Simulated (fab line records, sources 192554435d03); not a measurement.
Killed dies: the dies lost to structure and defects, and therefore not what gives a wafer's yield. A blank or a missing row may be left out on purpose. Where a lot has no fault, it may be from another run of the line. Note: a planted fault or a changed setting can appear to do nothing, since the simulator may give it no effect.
Matching of chambers    flow n5Finfet    4 sister chambers for N5_BEOL_M0_SAQP_ETCH_84 on rieDiel-02
The step etches SOC in N2/H2, target depth 100 nm, overetch 20 nm, time 150 s. 18 wafers are shown with their chamber, then 9 later ones without.

## WAFERS, EACH WITH ITS CHAMBER
wafer   chamber  drypumpMotorCurrentA (A)  throttleValvePct (%)  oesProductAu (a.u.)
L077.1  2        6.4                       18.1                  0.63
L077.5  3        6.2                       18.1                  0.63
L077.6  2        6.4                       18.1                  0.63
L079.3  1        5.2                       18.2                  0.64
L079.4  0        5.6                       17.5                  0.86
L079.6  2        6.5                       18.1                  0.63
L080.3  3        6.2                       18.1                  0.62
L080.4  2        6.4                       18.1                  0.63
L080.5  1        5.2                       18.2                  0.64
L081.2  0        5.6                       17.5                  0.84
L081.4  2        6.5                       18.2                  0.62
L081.5  0        5.6                       17.5                  0.84
L084.2  1        5.2                       18.2                  0.64
L084.4  3        6.2                       18.1                  0.62
L084.6  0        5.6                       17.5                  0.83
L090.3  0        5.6                       17.6                  0.80
L090.4  1        5.2                       18.2                  0.62
L090.6  3        6.2                       18.1                  0.61

SIGNATURES, as means of the wafers listed above
reading               chamber 0  chamber 1  chamber 2  chamber 3  scatter within a chamber
drypumpMotorCurrentA  5.600      5.200      6.440      6.200      0.0293
throttleValvePct      17.520     18.200     18.120     18.100     0.0338
oesProductAu          0.8340     0.6350     0.6280     0.6200     0.0134
Rule: for each reading, subtract the chamber's mean from the wafer's reading, divide by that reading's scatter and square the result; add these up over the readings and take the root, which gives the wafer's distance from the chamber. If the next closest chamber is less than 2 further off than the closest, the wafer can't be placed; otherwise it belongs to the closest. The scatter: the root of (the sum of the squares of (reading less its chamber's mean) over the shown wafers, divided by (wafers less chambers)).

## WAFERS WITH NO CHAMBER GIVEN
wafer   drypumpMotorCurrentA (A)  throttleValvePct (%)  oesProductAu (a.u.)
L094.2  5.2                       18.2                  0.63
L094.3  5.6                       17.6                  0.80
L094.6  6.5                       17.8                  0.83
L096.1  5.6                       17.6                  0.79
L096.3  6.2                       18.1                  0.61
L096.5  5.6                       17.6                  0.79
L097.1  5.2                       18.2                  0.62
L097.2  6.2                       18.1                  0.61
L097.3  5.6                       17.6                  0.79

## WHICH CHAMBER EACH ONE RAN IN
wafer   from the rows above  in truth
L094.2  1                    1
L094.3  0                    0
L094.6  2                    2
L096.1  0                    0
L096.3  3                    3
L096.5  0                    0
L097.1  1                    1
L097.2  3                    3
L097.3  0                    0
Placed correctly: 9 of 9. Not placeable from these rows: 0. Number placed wrongly: 0.
